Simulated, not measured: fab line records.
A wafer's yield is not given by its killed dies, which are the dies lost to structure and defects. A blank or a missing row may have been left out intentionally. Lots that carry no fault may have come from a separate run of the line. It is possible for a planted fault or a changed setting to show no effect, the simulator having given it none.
fab line records	flow nand-harc
record lots=14	wafers=42	last-day=33
route steps=1302 shown A_CHANNEL_HOLE_D1@468
lots untouched by any fault: they come from a run of this same line in which no faults occurred
start-h: the number of hours between the record's first day and the start of the first shown wafer of the lot	wait-h: hours elapsed since this lot's preceding step	" same as the row above	L1.1+2: one row covering several wafers at once	- no value, or no start was given	* or withheld: withheld	< > ~ a bound
route shown NAME@n: a module of which the file shows steps, and the number in the route of the first	usual: the fault-free wafers' mean and standard deviation	same: alike in all rows	chamber/n: place in a boat	sites: the reading at each site	_std_site: standard deviation across them	_edge_site: outer sites' mean less inner sites'	radius-mm: how far each site lies from the wafer's centre	mask NAME#n: copy n	behind: the last tool/chamber to shape the wafer	hold: reason for holding the lot/hours on hold/outcome of the hold	device: transistor that didn't switch, given as n, p or np	end of line: the same wafers' tests at the end of the route	where a step has no rows: the recipe by itself	killed: at the first sort, the dies lost to defects and structure; wafer yield is something else	map: a wafer's dies, x killed, . not, _ none there
set.NAME: the setting the step ran with; set.NAME@STEP: the setting that earlier step ran with	model.NAME: the simulator's own value behind a step, which no gauge read
route steps across a sampled set of lots; one table per step, one row per wafer
services: a tool's chamber out of use, with start hour (start-h, from the record's first day; less than 0 if before it), hours out, and reason
## steps
# step NHARC_A_CHANNEL_HOLE_D1_ETCH_34
# recipe target-depth-a=1540	time-s=77	cf4-flow-sccm=100	chf3-flow-sccm=30	ar-flow-sccm=0	rf-w=500	bias-w=200	chemistry=CF4/CHF3
# usual chamber-pressure-mTorr=24.998/0.022	drypump-motor-current-A=5.6/0.51	oes-product-au=0.944/0.024	rf-vpp-V=371.1/2	showerhead-plenum-p-Torr=1.59/0.057	throttle-valve-pct=16.802/0.0097
lot.wafer	tool	chamber	start-h	wait-h	chamber-pressure-mTorr	drypump-motor-current-A	oes-product-au	rf-hours-counter-h	rf-vpp-V	showerhead-plenum-p-Torr	throttle-valve-pct
L658.2	rie-diel-09	3	184.80	0.4	25.003	4.9	0.935	2	370.1	1.57	16.794
L658.3	"	2	"	"	25.015	5.7	0.950	-	372.0	1.66	16.804
L658.5	"	3	"	"	24.982	4.8	0.939	-	369.8	1.57	16.808
L657.1	rie-diel-09	3	186.06	0.3	25.010	4.8	0.912	3	369.5	1.57	16.808
L657.5	"	2	"	"	25.016	5.7	0.922	-	372.7	1.66	16.820
L657.6	"	3	"	"	25.018	4.8	0.923	-	369.3	1.57	16.796
L659.4	rie-diel-09	3	203.22	-	25.031	4.8	0.933	5	370.9	1.57	16.809
L659.2	"	0	"	"	24.985	5.6	0.954	2	372.4	1.63	16.806
L659.6	"	2	"	"	24.975	5.7	0.947	-	374.6	1.66	16.814
L661.2	rie-diel-09	1	221.98	-	24.992	6.3	0.934	3	371.6	1.64	16.796
L661.1	"	2	"	"	25.031	5.7	0.908	7	372.6	1.66	16.804
L661.5	"	1	"	"	24.997	6.3	0.951	-	370.8	1.64	16.822
L664.4	rie-diel-09	2	248.27	-	24.974	5.7	0.930	10	372.8	1.65	16.804
L664.2	"	3	"	"	25.004	4.9	0.911	8	371.2	1.57	16.787
L664.6	"	2	"	"	25.017	5.7	0.925	-	374.1	1.65	16.823
L665.1	rie-diel-09	2	255.95	-	25.036	5.7	0.965	11	373.3	1.65	16.792
L665.2	"	0	"	"	24.937	5.7	0.965	6	371.8	1.63	16.809
L665.5	"	0	"	"	24.973	5.6	0.969	-	371.8	1.63	16.809
L666.2	rie-diel-09	2	274.96	-	25.034	5.7	0.920	13	372.9	1.65	16.792
L666.6	"	2	"	"	25.019	5.7	0.920	-	373.5	1.65	16.802
L666.4	"	3	"	"	25.002	4.9	0.906	-	372.1	1.57	16.805
L667.3	rie-diel-09	0	276.45	-	25.018	5.6	0.928	9	372.6	1.63	16.809
L667.4	"	0	"	"	25.017	5.6	0.919	-	372.9	1.63	16.805
L667.5	"	2	"	"	24.968	5.8	0.933	-	372.7	1.65	16.800
L668.2	rie-diel-09	3	284.66	-	24.986	4.8	0.833	14	370.7	1.56	16.796
L668.6	"	3	"	"	25.013	4.8	0.913	-	371.7	1.56	16.812
L668.4	"	2	"	"	25.006	5.7	0.931	-	373.2	1.65	16.800
L669.3	rie-diel-09	1	296.60	-	24.989	6.4	0.943	8	373.3	1.64	16.810
L669.6	"	2	"	"	25.012	5.7	0.923	-	372.8	1.65	16.809
L669.5	"	3	"	"	24.980	4.8	0.825	-	371.4	1.56	16.801
L675.3	rie-diel-03	0	359.54	-	25.025	6.4	0.919	28	368.5	1.48	16.798
L675.1	"	1	"	"	24.959	5.1	0.919	33	369.8	1.56	16.798
L675.6	"	3	"	"	25.003	6.0	0.938	-	370.5	1.58	16.813
L678.3	rie-diel-09	2	393.83	-	25.025	5.7	0.919	4	372.7	1.65	16.796
L678.4	"	3	"	"	25.001	4.9	0.910	4	371.4	1.56	16.803
L678.6	"	3	"	"	24.966	4.9	0.913	-	369.4	1.56	16.811
L679.4	rie-diel-09	2	406.87	-	25.002	5.7	0.920	5	373.8	1.65	16.817
L679.3	"	3	"	"	25.015	4.9	0.913	5	369.8	1.56	16.821
L679.5	"	1	"	"	24.998	6.4	0.958	-	372.8	1.64	16.793
L680.4	rie-diel-07	3	419.35	-	25.013	5.7	0.980	34	366.4	1.46	16.794
L680.3	"	1	"	"	24.980	6.5	0.968	22	372.9	1.64	16.804
L680.5	"	3	"	"	24.983	5.6	0.981	-	365.4	1.46	16.789
# step NHARC_A_CHANNEL_HOLE_D1_ETCH_16
# recipe target-depth-a=31000	over-etch-frac=0.3	time-s=806	ion-energy-ev=150	o2-flow-sccm=400	cos-flow-sccm=20	ar-flow-sccm=0	rf-w=500	bias-w=300	chemistry=O2/COS
# usual chamber-pressure-mTorr=20.000/0.018	drypump-motor-current-A=5.6/0.5	oes-product-au=0.996/0.012	rf-vpp-V=314.7/1.8	showerhead-plenum-p-Torr=3.15/0.11	throttle-valve-pct=28.329/0.009
lot.wafer	tool	chamber	start-h	wait-h	chamber-pressure-mTorr	drypump-motor-current-A	oes-product-au	rf-hours-counter-h	rf-vpp-V	showerhead-plenum-p-Torr	throttle-valve-pct
L658.2	rie-diel-09	3	185.06	0.2	19.985	4.9	0.988	2	313.6	3.11	28.310
L658.3	"	2	"	"	20.011	5.7	0.994	-	317.0	3.29	28.318
L658.5	"	3	"	"	19.995	4.9	0.986	-	313.6	3.11	28.331
L657.1	rie-diel-09	3	186.30	0.2	19.981	4.9	0.982	3	314.1	3.11	28.332
L657.6	"	2	"	"	19.978	5.8	0.990	-	317.0	3.29	28.351
L657.5	"	3	"	"	19.993	4.9	0.972	-	314.4	3.11	28.323
L659.4	rie-diel-09	2	-	-	19.999	5.7	0.976	5	316.0	3.28	28.327
L659.2	"	1	"	"	19.984	6.3	1.011	2	314.4	3.26	28.322
L659.6	"	2	"	"	19.989	5.7	0.988	-	316.9	3.28	28.325
L661.2	rie-diel-09	0	-	-	20.009	5.6	0.999	4	314.8	3.23	28.333
L661.1	"	1	"	"	20.004	6.4	1.021	4	315.8	3.26	28.328
L661.5	"	1	"	"	19.986	6.4	1.020	-	315.7	3.26	28.342
L664.2	rie-diel-09	2	-	-	20.023	5.7	0.991	10	316.7	3.28	28.345
L664.4	"	1	"	"	19.974	6.3	1.024	6	315.1	3.26	28.332
L664.6	"	2	"	"	20.018	5.7	1.000	-	313.6	3.28	28.322
L665.2	rie-diel-09	2	-	-	19.999	5.7	0.986	11	317.7	3.28	28.345
L665.1	"	3	"	"	20.004	4.9	0.976	10	315.2	3.11	28.336
L665.5	"	3	"	"	19.990	4.9	0.980	-	314.9	3.11	28.317
L666.2	rie-diel-09	3	-	-	20.017	4.9	0.980	12	313.9	3.11	28.341
L666.6	"	3	"	"	19.998	4.8	0.969	-	314.8	3.11	28.329
L666.4	"	2	"	"	20.018	5.7	0.993	-	316.1	3.28	28.350
L667.3	rie-diel-09	3	-	-	20.002	4.9	0.978	13	314.8	3.11	28.331
L667.5	"	0	"	"	20.005	5.6	1.006	-	315.9	3.23	28.336
L667.4	"	2	"	"	20.013	5.8	0.991	-	315.3	3.28	28.332
L668.2	rie-diel-09	3	-	-	19.998	4.9	0.970	14	312.2	3.11	28.339
L668.6	"	3	"	"	20.012	4.9	0.971	-	313.4	3.10	28.314
L668.4	"	0	"	"	20.001	5.6	0.997	-	315.7	3.23	28.323
L669.3	rie-diel-09	3	-	-	19.989	4.9	0.982	15	314.1	3.10	28.363
L669.6	"	3	"	"	19.987	4.9	0.986	-	315.2	3.10	28.318
L669.5	"	0	"	"	20.008	5.6	0.993	-	314.3	3.23	28.326
L675.1	rie-diel-03	3	-	-	20.001	6.0	1.000	23	314.0	3.14	28.335
L675.3	"	0	"	"	20.018	6.4	0.981	28	311.1	2.94	28.337
L675.6	"	2	"	"	20.004	6.3	1.008	-	313.2	3.08	28.322
L678.3	rie-diel-09	3	-	-	20.018	4.9	0.980	4	312.4	3.10	28.324
L678.4	"	1	"	"	20.039	6.3	0.991	3	317.3	3.26	28.330
L678.6	"	3	"	"	20.017	4.9	0.997	-	314.9	3.10	28.333
L679.4	rie-diel-09	3	-	-	20.022	4.9	0.993	5	315.1	3.10	28.350
L679.3	"	0	"	"	19.966	5.6	1.015	5	316.7	3.23	28.319
L679.5	"	2	"	"	20.023	5.7	0.988	-	316.4	3.28	28.320
L680.3	rie-diel-07	3	-	-	20.008	5.7	1.004	34	310.3	2.90	28.332
L680.4	"	1	"	"	20.019	6.6	1.002	22	316.6	3.24	28.329
L680.5	"	3	"	"	20.038	5.7	1.012	-	312.6	2.90	28.326
# step NHARC_A_CHANNEL_HOLE_D1_ETCH_19
# recipe bias-v=1200	source-w=2500	pressure-mtorr=15	time-s=34.5	ar-flow-sccm=375	c4f8-flow-sccm=28.8	o2-flow-sccm=96.2	temp-c=-20	target-depth-a=*	chemistry=C4F8/O2/Ar
# usual chamber-pressure-mTorr=15.000/0.012	drypump-motor-current-A=5.37/0.29	oes-air-line-au=1.001/0.021	showerhead-plenum-p-Torr=3.69/0.11	throttle-valve-pct=37.038/0.0096
lot.wafer	tool	chamber	start-h	wait-h	chamber-pressure-mTorr	drypump-motor-current-A	oes-air-line-au	rf-hours-counter-h	showerhead-plenum-p-Torr	throttle-valve-pct
L658.2	har-etch-02	1	185.95	0.1	14.993	5.74	1.019	290	3.70	37.031
L658.3	"	1	"	"	14.997	5.74	1.023	-	3.70	37.039
L658.5	"	1	"	"	14.997	5.72	0.984	-	3.70	37.041
L657.1	har-etch-01	0	187.20	0.1	14.999	5.34	1.031	92	3.56	37.048
L657.5	"	1	"	"	14.991	5.46	1.015	-	3.77	37.046
L657.6	"	0	"	"	14.996	5.36	1.014	-	3.56	37.031
L659.2	har-etch-01	1	203.96	0.1	15.006	5.49	1.018	103	3.77	37.035
L659.4	"	1	"	"	15.007	5.48	0.966	-	3.77	37.012
L659.6	"	1	"	"	14.996	5.48	0.998	-	3.77	37.027
L661.1	har-etch-02	0	222.86	0.1	14.993	4.98	1.023	313	3.80	37.046
L661.2	"	1	"	"	14.991	5.73	0.995	313	3.68	37.042
L661.5	"	0	"	"	14.999	4.98	1.001	-	3.80	37.033
L664.2	har-etch-02	1	249.03	0.1	15.006	5.74	1.013	325	3.68	37.022
L664.4	"	0	"	"	15.011	4.98	1.046	-	3.80	37.026
L664.6	"	1	"	"	15.001	5.75	1.001	-	3.68	37.037
L665.2	har-etch-02	1	256.83	0.1	15.007	5.71	0.995	329	3.68	37.048
L665.1	"	0	"	"	15.009	4.98	0.995	329	3.79	37.028
L665.5	"	0	"	"	15.004	4.97	1.021	-	3.79	37.047
L666.2	har-etch-01	0	275.85	0.1	15.015	5.35	1.012	137	3.54	37.041
L666.4	"	1	"	"	14.981	5.46	1.000	-	3.75	37.049
L666.6	"	1	"	"	14.995	5.45	0.983	-	3.75	37.028
L667.3	har-etch-01	0	279.98	2.7	14.992	5.31	0.984	-	3.54	37.035
L667.4	"	1	"	"	14.993	5.45	1.022	-	3.75	37.037
L667.5	"	0	"	"	14.996	5.32	1.004	-	3.54	37.037
L668.2	har-etch-01	1	285.53	0.1	14.990	5.48	0.998	145	3.74	37.019
L668.4	"	1	"	"	14.993	5.48	1.035	-	3.74	37.050
L668.6	"	1	"	"	14.991	5.49	1.002	-	3.74	37.028
L669.3	har-etch-02	0	299.44	2.2	14.984	4.97	1.021	-	3.78	37.049
L669.5	"	1	"	"	14.996	5.74	0.978	-	3.66	37.044
L669.6	"	0	"	"	14.988	4.97	1.022	-	3.78	37.043
L675.1	har-etch-02	1	360.36	0.1	14.999	5.73	1.034	393	3.64	37.036
L675.3	"	0	"	"	14.994	4.96	1.008	-	3.76	37.055
L675.6	"	1	"	"	15.000	5.72	1.007	-	3.64	37.059
L678.3	har-etch-02	1	398.21	3.7	14.979	5.75	1.010	-	3.98	37.041
L678.4	"	0	"	"	14.983	4.93	0.978	-	3.75	37.035
L678.6	"	0	"	"	14.992	4.96	1.005	-	3.75	37.049
L679.4	har-etch-01	0	407.66	0.1	14.996	5.30	0.998	-	3.49	37.046
L679.3	"	1	"	"	14.974	5.47	0.948	-	3.70	37.027
L679.5	"	0	"	"	14.991	5.27	0.995	-	3.49	37.051
L680.3	har-etch-01	0	421.88	1.9	15.010	5.31	1.005	-	3.49	37.045
L680.4	"	1	"	"	14.997	5.48	0.990	-	3.70	37.041
L680.5	"	0	"	"	15.024	5.32	1.008	-	3.49	37.042
# step NHARC_A_CHANNEL_HOLE_D1_ETCH_26
# recipe bias-v=300	source-w=2000	pressure-mtorr=30	time-s=224.1	ar-flow-sccm=375	c4f8-flow-sccm=11.4	o2-flow-sccm=113.6	temp-c=-20	target-depth-a=3000	chemistry=C4F8/O2/Ar
# usual chamber-pressure-mTorr=30.000/0.023	drypump-motor-current-A=5.37/0.29	oes-air-line-au=0.995/0.021	showerhead-plenum-p-Torr=3.69/0.11	throttle-valve-pct=24.586/0.0087
lot.wafer	tool	chamber	start-h	wait-h	chamber-pressure-mTorr	drypump-motor-current-A	oes-air-line-au	rf-hours-counter-h	showerhead-plenum-p-Torr	throttle-valve-pct
L658.2	har-etch-02	1	189.72	0.7	29.999	5.74	0.964	293	3.70	24.576
L658.3	"	1	"	"	30.001	5.74	0.987	-	3.70	24.591
L658.5	"	1	"	"	30.032	5.74	0.970	-	3.70	24.591
L657.1	har-etch-01	0	191.01	0.6	29.990	5.30	0.998	95	3.56	24.581
L657.5	"	1	"	"	30.024	5.46	0.985	-	3.78	24.603
L657.6	"	0	"	"	29.947	5.35	0.990	-	3.56	24.591
L659.2	har-etch-01	1	207.74	0.7	30.000	5.46	0.999	107	3.77	24.595
L659.4	"	1	"	"	29.982	5.48	0.988	-	3.77	24.589
L659.6	"	1	"	"	30.002	5.46	1.000	-	3.77	24.598
L661.1	har-etch-02	0	226.66	0.7	29.965	4.98	1.012	317	3.80	24.598
L661.2	"	1	"	"	30.032	5.75	1.007	317	3.69	24.576
L661.5	"	0	"	"	30.045	4.99	1.045	-	3.80	24.585
L664.2	har-etch-02	1	252.84	0.7	29.956	5.71	0.996	329	3.68	24.580
L664.4	"	0	"	"	29.975	4.98	1.037	-	3.80	24.585
L664.6	"	1	"	"	30.017	5.71	0.980	-	3.68	24.591
L665.2	har-etch-02	1	260.63	0.7	29.956	5.73	0.941	333	3.68	24.587
L665.1	"	0	"	"	30.052	4.97	0.972	333	3.80	24.586
L665.5	"	0	"	"	30.039	4.99	1.020	-	3.79	24.583
L666.2	har-etch-01	0	279.60	0.6	29.965	5.32	1.005	141	3.54	24.585
L666.4	"	1	"	"	30.039	5.50	1.000	-	3.75	24.573
L666.6	"	1	"	"	30.023	5.49	1.003	-	3.75	24.584
L667.3	har-etch-01	0	283.80	0.5	30.017	5.30	1.006	-	3.54	24.595
L667.4	"	1	"	"	29.975	5.48	0.976	-	3.75	24.590
L667.5	"	0	"	"	29.985	5.33	0.991	-	3.54	24.591
L668.2	har-etch-01	1	289.30	0.7	30.000	5.47	0.957	148	3.75	24.589
L668.4	"	1	"	"	29.985	5.48	0.987	-	3.75	24.578
L668.6	"	1	"	"	30.011	5.50	1.019	-	3.75	24.577
L669.3	har-etch-02	0	303.25	0.4	29.986	4.97	1.009	-	3.78	24.585
L669.5	"	1	"	"	30.007	5.74	1.015	-	3.66	24.593
L669.6	"	0	"	"	29.995	4.94	1.016	-	3.78	24.609
L675.1	har-etch-02	1	364.13	0.7	30.038	5.71	1.032	397	3.64	24.581
L675.3	"	0	"	"	30.003	4.96	1.018	-	3.76	24.586
L675.6	"	1	"	"	30.012	5.72	0.987	-	3.64	24.590
L678.3	har-etch-02	1	402.02	0.5	29.967	5.74	1.016	-	3.99	24.588
L678.4	"	0	"	"	30.029	4.95	0.990	-	3.75	24.597
L678.6	"	0	"	"	30.005	4.98	1.028	-	3.75	24.597
L679.4	har-etch-01	0	411.45	0.5	30.034	5.31	0.988	-	3.49	24.582
L679.3	"	1	"	"	29.998	5.46	0.960	-	3.70	24.581
L679.5	"	0	"	"	30.057	5.32	0.998	-	3.49	24.599
L680.3	har-etch-01	0	425.70	0.5	30.026	5.30	1.041	-	3.49	24.586
L680.4	"	1	"	"	29.994	5.49	1.003	-	3.70	24.587
L680.5	"	0	"	"	30.010	5.29	0.991	-	3.49	24.595
## services
tool	chamber	start-h	hours	kind
rie-diel-07	1	171.26	18.0	repair
rie-diel-07	2	174.65	3.1	repair
rie-diel-09	0	176.60	-	clean
rie-diel-09	1	176.60	-	clean
rie-diel-09	2	176.60	-	clean
rie-diel-09	1	180.14	17.5	repair
rie-diel-09	0	183.94	16.0	repair
rie-diel-07	-	209.11	3.7	repair
rie-diel-09	3	217.30	9.9	repair
rie-diel-03	0	237.81	4.4	repair
rie-diel-09	1	255.39	4.3	repair
rie-diel-07	-	256.10	1.2	repair
rie-diel-03	3	261.51	4.8	repair
rie-diel-07	1	264.02	4.4	repair
rie-diel-09	1	266.29	18.7	repair
rie-diel-03	-	281.30	9.0	pm
rie-diel-07	-	294.39	9.0	pm
rie-diel-09	-	320.10	9.0	pm
rie-diel-07	1	332.23	22.9	repair
rie-diel-07	0	334.75	6.6	repair
rie-diel-09	1	349.39	13.8	repair
rie-diel-09	3	373.33	1.9	repair
har-etch-02	-	377.00	17.0	pm
rie-diel-09	3	418.48	2.7	repair
## key
first-sign step=NHARC_A_CHANNEL_HOLE_D1_ETCH_34	reading=oes-product-au	direction=down	sigmas=4.8	usual=0.944	struck=0.829
effect none on later readings
met-at NHARC_A_CHANNEL_HOLE_D1_ETCH_34
struck-lots L668,L669
struck-wafers L668.2,L669.5
later-rows-left-out L668.2,L669.5
sort-left-out L668.2,L669.5
tester-left-out L668,L669
not-acting-at NHARC_A_CHANNEL_HOLE_D1_ETCH_16,NHARC_A_CHANNEL_HOLE_D1_ETCH_19,NHARC_A_CHANNEL_HOLE_D1_ETCH_26
onset-between 276.45 284.66
fault kind=process-parameter-drift	tool=rie-diel-09	chamber=-	onset-h=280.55	steps=NHARC_A_CHANNEL_HOLE_D1_ETCH_34	channel=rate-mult	offset=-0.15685	shape=step	end-h=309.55	scope=struck-wafers-only
# tester-left-out: of these lots the tester's yield and bins aren't shown, on N5 and GAA mostly nor the transistor test; their killed dies are dies lost to structure and defects alone, not to doping, threshold or leakage, so they don't give the yield
# sort-left-out: the simulated sort isn't trusted on such a fault, so these wafers' sort isn't shown, and their yield isn't known
# later-rows-left-out: the simulator's readings of these wafers behind a module that went badly wrong aren't trusted and aren't shown, but for the sort
